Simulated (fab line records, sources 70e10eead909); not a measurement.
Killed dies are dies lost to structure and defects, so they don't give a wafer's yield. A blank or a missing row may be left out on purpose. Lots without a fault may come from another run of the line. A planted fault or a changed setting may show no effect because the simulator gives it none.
fab line records | flow nand_harc | part 1 of 2: steps 1 to 30 of 36
record lots=5 wafers=15 last_day=33
route steps=1302 shown A_M1@1187 A_BONDPAD@1202
lots that met no fault: from a run of the same line without faults
start_h: hours from the record's first day to the start of the lot's first wafer shown | wait_h: hours since the lot's step before | " the same as in the row above | L1.1+2: a row that stands for several wafers | - no value, or no start given | * or withheld: withheld | < > ~ a bound
route shown NAME@n: a module of which the file shows steps, and the number in the route of the first | usual: mean/standard deviation of fault-free wafers | same: alike in all rows | chamber/n: place in a boat | sites: the reading at each site | _std_site: their standard deviation | _edge_site: outer sites' mean less inner sites' | radius_mm: how far each site lies from the wafer's centre | mask NAME#n: copy n | behind: the tool/chamber that last shaped the wafer | hold: why the lot was held/for how many hours/how that ended | device: the transistor (n, p or np) that didn't switch | end of line: the same wafers' tests at the end of the route | a step without rows: its recipe alone | killed: dies lost to structure and defects at the first sort, not the wafer's yield | map: a wafer's dies, x killed, . not, _ none there
set.NAME: the setting as run; set.NAME@STEP: as run at that earlier step | model.NAME: the simulator's own value behind a step, which no gauge read
lots at some steps of the route; a table a step, a row a wafer
services: from which hour (start_h, from the record's first day; less than 0 if before it) a tool's chamber was out of use, for how many hours, and why
## steps
# step NHARC_A_M1_ETCH_28
# recipe target_depth_a=300 over_etch_frac=0.3 time_s=72.99 ion_energy_ev=150 cf4_flow_sccm=50 n2_flow_sccm=100 ar_flow_sccm=150 rf_w=300 bias_w=100 chemistry=CF4/N2
# usual drypump_motor_current_A=5.7/0.48 oes_product_au=1.002/0.0073 rf_vpp_V=314.2/2 showerhead_plenum_p_Torr=2.64/0.11 throttle_valve_pct=19.793/0.01
# columns lot.wafer tool chamber start_h wait_h drypump_motor_current_A oes_product_au rf_hours_counter_h rf_vpp_V showerhead_plenum_p_Torr throttle_valve_pct
L075.1 rie_diel-07 3 - - 5.8 1.005 1.1 313.0 2.58 19.815
L075.4 " 0 " " 4.7 1.005 1.3 315.8 2.76 19.779
L075.5 " 1 " " 6.2 1.011 - 316.2 2.80 19.803
L078.2 rie_diel-07 0 - - 4.8 0.995 1.8 316.0 2.76 19.785
L078.3 " 2 " " 5.8 0.990 1.6 314.2 2.56 19.795
L078.6 " 3 " " 5.8 1.007 - 313.1 2.58 19.792
L077.3 rie_diel-07 0 - - 4.8 1.006 2.1 315.0 2.76 19.793
L077.2 " 1 " " 6.2 1.010 2.3 318.3 2.80 19.809
L077.4 " 2 " " 5.8 1.007 2.1 313.3 2.56 19.776
L084.4 rie_diel-08 1 - - 6.4 1.001 3.6 313.5 2.57 19.781
L084.1 " 2 " " 6.1 0.995 3.7 315.2 2.70 19.784
L084.5 " 1 " " 6.4 0.987 - 312.6 2.57 19.792
L095.2 rie_diel-07 3 - - 5.8 0.995 2.5 313.8 2.58 19.796
L095.5 " 1 " " 6.2 1.007 - 317.3 2.80 19.802
L095.6 " 2 " " 5.8 1.008 - 312.1 2.56 19.798
# step NHARC_A_M1_STRIP_19
# recipe time_s=600 temp_c=30 chemistry=post_etch_residue_remover
# usual bath_heat_duty_pct=13.4/1.3 temp_c=29.99/0.11
# columns lot.wafer tool chamber start_h wait_h bath_heat_duty_pct temp_c
L075.4 wet_bench-10 4 538.99 - 11.7 29.96
L075.5 " 5 " " 12.0 30.16
L075.1 " 7 " " 13.2 29.97
L078.2 wet_bench-08 2 557.02 - 13.6 30.07
L078.3 " 4 " " 14.5 29.96
L078.6 " 7 " " 15.5 30.00
L077.3 wet_bench-10 0 577.31 - 13.3 29.85
L077.4 " 2 " " 14.8 30.06
L077.2 " 3 " " 13.9 29.88
L084.4 wet_bench-10 5 627.70 - 12.4 30.26
L084.5 " 6 " " 14.0 29.93
L084.1 " 7 " " 11.9 29.89
L095.2 wet_bench-08 6 738.09 - 12.7 30.04
L095.5 " 1 " " 12.3 29.88
L095.6 " 3 " " 15.4 29.92
# step NHARC_A_M1_DEGAS_29
# recipe temp_c=250 time_s=60
# usual heater_power_w=319/22
# columns lot.wafer tool chamber start_h wait_h heater_power_w
L075.1 pvd_sputter-01 - 539.25 - 309
L075.4 " - " " 295
L075.5 " - " " 311
L078.2 pvd_sputter-03 - 557.29 - 281
L078.3 " - " " 349
L078.6 " - " " 306
L077.4 pvd_sputter-03 - 577.56 - 288
L077.2 " - " " 320
L077.3 " - " " 348
L084.1 pvd_sputter-01 - 627.96 - 310
L084.4 " - " " 350
L084.5 " - " " 329
L095.2 pvd_sputter-01 - 738.37 - 355
L095.5 " - " " 332
L095.6 " - " " 292
# step NHARC_A_M1_PRE_CLEAN_30
# recipe time_s=30 temp_c=280 gas=H2/He
# usual heater_power_w=392/28
# columns lot.wafer tool chamber start_h wait_h heater_power_w
L075.4 pvd_sputter-01 - - - 441
L075.1 " - " " 361
L075.5 " - " " 447
L078.3 pvd_sputter-03 - - - 389
L078.2 " - " " 431
L078.6 " - " " 343
L077.4 pvd_sputter-03 - - - 424
L077.3 " - " " 399
L077.2 " - " " 349
L084.1 pvd_sputter-01 - - - 421
L084.4 " - " " 438
L084.5 " - " " 360
L095.2 pvd_sputter-01 - - - 428
L095.6 " - " " 415
L095.5 " - " " 361
# step NHARC_A_M1_PVD_20
# recipe target_thk_a=50 bias_v=168.6 power_w=15000 chamber_pressure_pa=0.12 time_s=8.06 substrate_temp_c=50 material=TaN
# usual bias_v=168.7/1.6 throttle_valve_pct=30.4/0.82
# columns lot.wafer tool chamber start_h wait_h bias_v throttle_valve_pct
L075.1 pvd_sputter-01 - - - 167.0 30.2
L075.4 " - " " 172.5 30.8
L075.5 " - " " 167.8 30.3
L078.3 pvd_sputter-03 - - - 167.6 30.4
L078.2 " - " " 169.8 30.5
L078.6 " - " " 168.6 29.9
L077.4 pvd_sputter-03 - - - 165.6 30.0
L077.3 " - " " 168.3 29.1
L077.2 " - " " 168.1 29.9
L084.4 pvd_sputter-01 - - - 168.6 30.2
L084.1 " - " " 170.2 30.7
L084.5 " - " " 168.3 30.7
L095.2 pvd_sputter-01 - - - 167.8 31.2
L095.5 " - " " 166.6 29.9
L095.6 " - " " 169.2 30.6
# step NHARC_A_M1_PVD_21
# recipe target_thk_a=300 chamber_pressure_pa=5 power_w=5000 substrate_temp_c=30 time_s=20.49 material=Cu
# usual throttle_valve_pct=30.4/0.82
# columns lot.wafer tool chamber start_h wait_h throttle_valve_pct
L075.4 pvd_sputter-01 - - - 29.9
L075.1 " - " " 30.4
L075.5 " - " " 30.6
L078.2 pvd_sputter-03 - - - 30.5
L078.3 " - " " 29.8
L078.6 " - " " 29.9
L077.3 pvd_sputter-03 - - - 29.2
L077.4 " - " " 30.2
L077.2 " - " " 30.4
L084.4 pvd_sputter-01 - - - 30.9
L084.1 " - " " 30.3
L084.5 " - " " 30.9
L095.2 pvd_sputter-01 - - - 30.6
L095.6 " - " " 31.1
L095.5 " - " " 30.9
# step NHARC_A_M1_ECD_22
# recipe target_thk_a=4000 bath_temp_c=25 material=Cu
# usual bath_heat_duty_pct=6.3/0.55
# columns lot.wafer tool chamber start_h wait_h bath_heat_duty_pct
L075.1 ecd_cu-02 1 539.61 - 6.4
L075.4 " 0 " " 5.9
L075.5 " 1 " " 6.8
L078.2 ecd_cu-01 0 557.70 - 5.6
L078.3 " 0 " " 6.0
L078.6 " 0 " " 5.3
L077.2 ecd_cu-02 0 577.92 - 6.6
L077.4 " 0 " " 5.8
L077.3 " 1 " " 6.5
L084.1 ecd_cu-01 1 628.31 - 7.0
L084.4 " 0 " " 6.0
L084.5 " 1 " " 6.3
L095.2 ecd_cu-02 0 738.77 - 4.8
L095.5 " 1 " " 6.7
L095.6 " 0 " " 6.3
# step NHARC_A_M1_ANNEAL_31
# recipe temp_c=225 time_s=90
# usual wafer_temp_C_max=226.1/0.43
# columns lot.wafer tool chamber start_h wait_h wafer_temp_C_max
L075.1 rtp_anneal-02 0 539.98 - 226.9
L075.4 " 0 " " 225.9
L075.5 " 0 " " 226.7
L078.2 rtp_anneal-02 0 558.08 0.3 226.5
L078.3 " 0 " " 226.2
L078.6 " 0 " " 226.2
L077.2 rtp_anneal-01 0 578.35 - 225.6
L077.3 " 0 " " 225.6
L077.4 " 0 " " 225.8
L084.1 rtp_anneal-02 0 628.69 0.3 226.3
L084.4 " 0 " " 226.4
L084.5 " 0 " " 226.9
L095.2 rtp_anneal-02 0 739.15 - 226.3
L095.5 " 0 " " 226.9
L095.6 " 0 " " 226.5
# step NHARC_A_M1_CMP_23
# recipe t_overpolish_s=20 target_thk_nm=154.34
# usual motor_current_A=12.3/1.1 time_to_endpoint_s=27.6/2.5
# columns lot.wafer tool chamber start_h wait_h motor_current_A time_to_endpoint_s
L075.4 cmp-04 0 540.36 - 11.1 30.1
L075.1 " 2 " " 12.5 28.6
L075.5 " 3 " " 12.4 35.4
L078.3 cmp-04 0 558.38 - 11.0 27.9
L078.2 " 2 " " 14.1 26.3
L078.6 " 0 " " 11.4 28.1
L077.2 cmp-01 0 578.65 - 12.7 30.4
L077.3 " 1 " " 13.6 30.6
L077.4 " 2 " " 13.9 27.3
L084.4 cmp-02 0 629.03 - 13.6 27.8
L084.1 " 3 " " 11.0 29.6
L084.5 " 0 " " 13.9 29.6
L095.2 cmp-02 3 739.49 - 10.4 27.1
L095.5 " 1 " " 11.6 26.9
L095.6 " 2 " " 12.9 26.6
# step NHARC_A_M1_THK_MEAS_24
# recipe thk_meas_gauge=xrf
# usual thk_nm=153.9/1.2
# columns lot.wafer tool chamber start_h wait_h thk_nm
L075.1 film_metro-01 - 540.64 - 155.8
L075.4 " - " " 155.3
L075.5 " - " " 154.4
L078.2 film_metro-02 - 558.69 - 155.2
L078.3 " - " " 154.1
L078.6 " - " " 152.3
L077.2 film_metro-01 - 578.97 - 156.5
L077.3 " - " " 154.2
L077.4 " - " " 154.0
L084.1 film_metro-02 - 629.35 - 154.9
L084.4 " - " " 156.3
L084.5 " - " " 151.5
L095.2 film_metro-01 - 739.75 - 152.9
L095.5 " - " " 152.8
L095.6 " - " " 153.6
# step NHARC_A_M1_SRD_25
# columns lot.wafer tool chamber start_h wait_h
L075.5+1+4 wet_bench-10 3,7,0 540.68 0.0
L078.3+2+6 wet_bench-08 0,2,5 558.73 0.0
L077.4+2+3 wet_bench-10 3,4,5 579.02 0.1
L084.5+4+1 wet_bench-08 5,7,0 629.40 0.0
L095.6+2+5 wet_bench-10 6,7,1 739.80 0.0
# step NHARC_A_M1_INSPECT_27
# usual raw_defect_count=524/110
# columns lot.wafer tool chamber start_h wait_h raw_defect_count
L075.1 defect_inspect-01 - 540.80 0.0 716
L075.4 " - " " 455
L075.5 " - " " 621
L078.2 defect_inspect-01 - 558.85 0.0 538
L078.3 " - " " 518
L078.6 " - " " 469
L077.2 defect_inspect-01 - 579.12 0.0 531
L077.3 " - " " 631
L077.4 " - " " 824
L084.1 defect_inspect-01 - 629.51 0.0 750
L084.4 " - " " 679
L084.5 " - " " 522
L095.2 defect_inspect-01 - 739.91 0.0 536
L095.5 " - " " 456
L095.6 " - " " 561
# step NHARC_A_M1_PRE_CLEAN_32
# recipe time_s=12 temp_c=370 rf_power_w=300 gas=NH3
# usual heater_power_w=656/52
# columns lot.wafer tool chamber start_h wait_h heater_power_w
L075.1 pecvd-03 2 540.87 0.1 753
L075.5 " 2 " " 760
L075.4 " 0 " " 645
L078.2 pecvd-04 2 558.92 0.1 693
L078.3 " 0 " " 709
L078.6 " 2 " " 664
L077.2 pecvd-02 1 579.20 0.1 570
L077.3 " 2 " " 673
L077.4 " 2 " " 657
L084.1 pecvd-04 2 629.57 0.1 670
L084.4 " 2 " " 667
L084.5 " 1 " " 662
L095.2 pecvd-04 1 740.08 0.2 684
L095.5 " 0 " " 715
L095.6 " 1 " " 681
# step NHARC_A_M1_DEP_33
# recipe target_thk_a=300 temp_c=370 target_thk_nm=30 pressure_torr=3 flow_sccm=200 rf_w=450 material=SiCN
# usual heater_power_w=599/48
# columns lot.wafer tool chamber start_h wait_h heater_power_w
L075.1 pecvd-03 2 540.95 0.1 600
L075.5 " 2 " " 610
L075.4 " 0 " " 610
L078.2 pecvd-04 2 559.00 0.1 620
L078.3 " 0 " " 658
L078.6 " 2 " " 609
L077.2 pecvd-02 1 579.31 0.1 574
L077.3 " 2 " " 592
L077.4 " 2 " " 608
L084.1 pecvd-04 2 629.65 0.1 585
L084.4 " 2 " " 607
L084.5 " 1 " " 630
L095.2 pecvd-04 1 740.19 0.1 672
L095.5 " 0 " " 582
L095.6 " 1 " " 689
# step NHARC_A_BONDPAD_DEP_00
# recipe target_thk_a=2500 temp_c=370 target_thk_nm=250 pressure_torr=3 flow_sccm=200 rf_w=450 material=SiCN
# usual heater_power_w=561/75
# columns lot.wafer tool chamber start_h wait_h heater_power_w
L075.1 pecvd-04 1 541.57 - 630
L075.4 " 1 " " 642
L075.5 " 2 " " 630
L078.3 pecvd-01 2 559.79 - 549
L078.2 " 0 " " 448
L078.6 " 2 " " 576
L077.2 pecvd-01 1 579.82 - 547
L077.3 " 0 " " 453
L077.4 " 2 " " 593
L084.1 pecvd-01 0 630.30 - 416
L084.4 " 1 " " 502
L084.5 " 2 " " 489
L095.2 pecvd-01 0 740.86 - 452
L095.5 " 1 " " 537
L095.6 " 0 " " 477
# step NHARC_A_BONDPAD_CMP_29
# recipe target_thk_nm=200 material=SiCN
# usual motor_current_A=12.6/1
# columns lot.wafer tool chamber start_h wait_h motor_current_A
L075.4 cmp-02 0 541.93 - 13.7
L075.1 " 1 " " 11.7
L075.5 " 1 " " 11.6
L078.2 cmp-02 2 560.23 - 12.6
L078.3 " 0 " " 13.4
L078.6 " 1 " " 11.4
L077.3 cmp-03 3 580.24 - 12.8
L077.4 " 1 " " 11.3
L077.2 " 2 " " 13.4
L084.4 cmp-02 1 630.64 - 11.2
L084.1 " 3 " " 10.6
L084.5 " 1 " " 11.8
L095.2 cmp-02 1 741.35 0.4 12.0
L095.5 " 0 " " 13.2
L095.6 " 1 " " 11.8
# step NHARC_A_BONDPAD_THK_MEAS_30
# recipe thk_meas_gauge=ellipsometry
# usual thk_nm=199.5/1.3
# columns lot.wafer tool chamber start_h wait_h thk_nm
L075.1 film_metro-01 - 542.18 0.2 198.1
L075.4 " - " " 198.2
L075.5 " - " " 200.1
L078.2 film_metro-02 - 560.45 0.2 200.6
L078.3 " - " " 197.3
L078.6 " - " " 199.9
L077.2 film_metro-01 - 580.49 0.2 200.8
L077.3 " - " " 198.7
L077.4 " - " " 198.3
L084.1 film_metro-01 - 630.87 0.2 201.3
L084.4 " - " " 196.8
L084.5 " - " " 199.8
L095.2 film_metro-01 - 741.58 0.2 198.6
L095.5 " - " " 197.1
L095.6 " - " " 199.5
# step NHARC_A_BONDPAD_SRD_31
# columns lot.wafer tool chamber start_h wait_h
L075.4+1+5 wet_bench-10 7,0,4 542.22 0.0
L078.3+2+6 wet_bench-08 7,0,2 560.50 0.0
L077.3+4+2 wet_bench-08 1,2,3 580.53 0.0
L084.5+4+1 wet_bench-08 1,3,4 630.92 0.0
L095.5+2+6 wet_bench-08 7,2,4 741.62 0.0
# step NHARC_A_BONDPAD_DEHYDRATE_01
# recipe temp_c=150 time_s=120
# columns lot.wafer tool chamber start_h wait_h
L075.1+4+5 litho_track-05 0 542.30 0.1
L078.2+3+6 litho_track-03 0 560.58 0.1
L077.2+3+4 litho_track-07 0 580.61 0.1
L084.1+4+5 litho_track-05 0 630.99 0.1
L095.2+5+6 litho_track-07 0 741.70 0.1
# step NHARC_A_BONDPAD_HMDS_02
# recipe time_s=30
# columns lot.wafer tool chamber start_h wait_h
L075.1+4+5 litho_track-05 0 - -
L078.2+3+6 litho_track-03 0 - -
L077.2+3+4 litho_track-07 0 - -
L084.1+4+5 litho_track-05 0 - -
L095.2+5+6 litho_track-07 0 - -
# step NHARC_A_BONDPAD_COAT_33
# recipe temp_c=200 time_s=65
# columns lot.wafer tool chamber start_h wait_h
L075.1+4+5 litho_track-05 0 - -
L078.2+3+6 litho_track-03 0 - -
L077.2+3+4 litho_track-07 0 - -
L084.1+4+5 litho_track-05 0 - -
L095.2+5+6 litho_track-07 0 - -
# step NHARC_A_BONDPAD_COAT_03
# recipe spin_rpm=2000 resist_thk_nm=600
# usual dispense_pressure_kPa=46/3.2
# columns lot.wafer tool chamber start_h wait_h dispense_pressure_kPa
L075.1 litho_track-05 0 - - 47
L075.4 " 0 " " 47
L075.5 " 0 " " 47
L078.2 litho_track-03 0 - - 52
L078.3 " 0 " " 52
L078.6 " 0 " " 52
L077.2 litho_track-07 0 - - 43
L077.3 " 0 " " 43
L077.4 " 0 " " 43
L084.1 litho_track-05 0 - - 47
L084.4 " 0 " " 47
L084.5 " 0 " " 47
L095.2 litho_track-07 0 - - 43
L095.5 " 0 " " 43
L095.6 " 0 " " 43
# step NHARC_A_BONDPAD_SOFTBAKE_04
# recipe temp_c=125 time_s=70
# columns lot.wafer tool chamber start_h wait_h
L075.1+4+5 litho_track-05 0 - -
L078.2+3+6 litho_track-03 0 - -
L077.2+3+4 litho_track-07 0 - -
L084.1+4+5 litho_track-05 0 - -
L095.2+5+6 litho_track-07 0 - -
# step NHARC_A_BONDPAD_EBR_05
# columns lot.wafer tool chamber start_h wait_h
L075.1+4+5 litho_track-05 0 - -
L078.2+3+6 litho_track-03 0 - -
L077.2+3+4 litho_track-07 0 - -
L084.1+4+5 litho_track-05 0 - -
L095.2+5+6 litho_track-07 0 - -
# step NHARC_A_BONDPAD_EXPOSE_06
# recipe na=0.55 dose_mj=36.99 mask_id=A_BPAD
# columns lot.wafer tool chamber start_h wait_h mask
L075.1+4+5 krf_scanner-01 0 542.59 - A_BPAD#0
L078.2+3+6 krf_scanner-04 0 560.74 - A_BPAD#0
L077.2+3+4 krf_scanner-04 0 580.78 - A_BPAD#0
L084.1+4+5 krf_scanner-02 0 631.16 - A_BPAD#0
L095.2+5+6 krf_scanner-01 0 742.00 - A_BPAD#0
# step NHARC_A_BONDPAD_PEB_07
# recipe peb_temp_c=128 peb_time_s=80
# columns lot.wafer tool chamber start_h wait_h
L075.1+4+5 litho_track-07 0 542.66 0.1
L078.2+3+6 litho_track-07 0 560.81 0.1
L077.2+3+4 litho_track-05 0 580.84 0.1
L084.1+4+5 litho_track-05 0 631.22 0.1
L095.2+5+6 litho_track-07 0 742.06 0.1
# step NHARC_A_BONDPAD_DEVELOP_08
# recipe time_s=50 dev_temp_c=22
# usual developer_temp_C=22.04/0.12
# columns lot.wafer tool chamber start_h wait_h developer_temp_C
L075.1 litho_track-07 0 - - 22.00
L075.4 " 0 " " 22.02
L075.5 " 0 " " 22.20
L078.2 litho_track-07 0 - - 22.13
L078.3 " 0 " " 22.19
L078.6 " 0 " " 22.04
L077.2 litho_track-05 0 - - 22.05
L077.3 " 0 " " 21.95
L077.4 " 0 " " 22.00
L084.1 litho_track-05 0 - - 22.30
L084.4 " 0 " " 22.02
L084.5 " 0 " " 21.92
L095.2 litho_track-07 0 - - 21.85
L095.5 " 0 " " 21.95
L095.6 " 0 " " 21.86
# step NHARC_A_BONDPAD_CD_MEAS_09
# recipe target_cd_nm=500 landing_energy_ev=500
# usual cd_nm=499.8/1.3
# columns lot.wafer tool chamber start_h wait_h cd_nm
L075.1 cd_sem-01 0 542.75 - 500.7
L075.4 " 0 " " 500.2
L075.5 " 0 " " 499.6
L078.2 cd_sem-03 0 560.89 - 499.6
L078.3 " 0 " " 500.7
L078.6 " 0 " " 500.8
L077.2 cd_sem-02 0 580.93 - 496.8
L077.3 " 0 " " 498.2
L077.4 " 0 " " 498.6
L084.1 cd_sem-02 0 631.31 - 498.7
L084.4 " 0 " " 500.0
L084.5 " 0 " " 503.2
L095.2 cd_sem-03 0 742.15 - 499.5
L095.5 " 0 " " 499.9
L095.6 " 0 " " 499.9
# step NHARC_A_BONDPAD_OVL_MEAS_35
# usual overlay_x_nm=1/5.5 overlay_y_nm=0/7.1
# columns lot.wafer tool chamber start_h wait_h overlay_x_nm overlay_y_nm
L075.1 overlay-01 - 542.83 - 11 1
L075.4 " - " " 11 1
L075.5 " - " " 10 0
L078.2 overlay-02 - 560.98 - 2 -4
L078.3 " - " " 2 -4
L078.6 " - " " 2 -4
L077.2 overlay-01 - 581.01 - -2 -9
L077.3 " - " " -2 -10
L077.4 " - " " -2 -10
L084.1 overlay-02 - 631.40 - -6 16
L084.4 " - " " -6 16
L084.5 " - " " -6 16
L095.2 overlay-02 - 742.23 - 1 2
L095.5 " - " " 1 2
L095.6 " - " " 2 2
# step NHARC_A_BONDPAD_HARDBAKE_10
# recipe temp_c=118 time_s=65
# columns lot.wafer tool chamber start_h wait_h
L075.1+4+5 litho_track-05 0 542.88 0.0
L078.2+3+6 litho_track-07 0 561.03 0.0
L077.2+3+4 litho_track-03 0 581.06 0.0
L084.1+4+5 litho_track-07 0 631.44 0.0
L095.2+5+6 litho_track-03 0 742.28 0.0
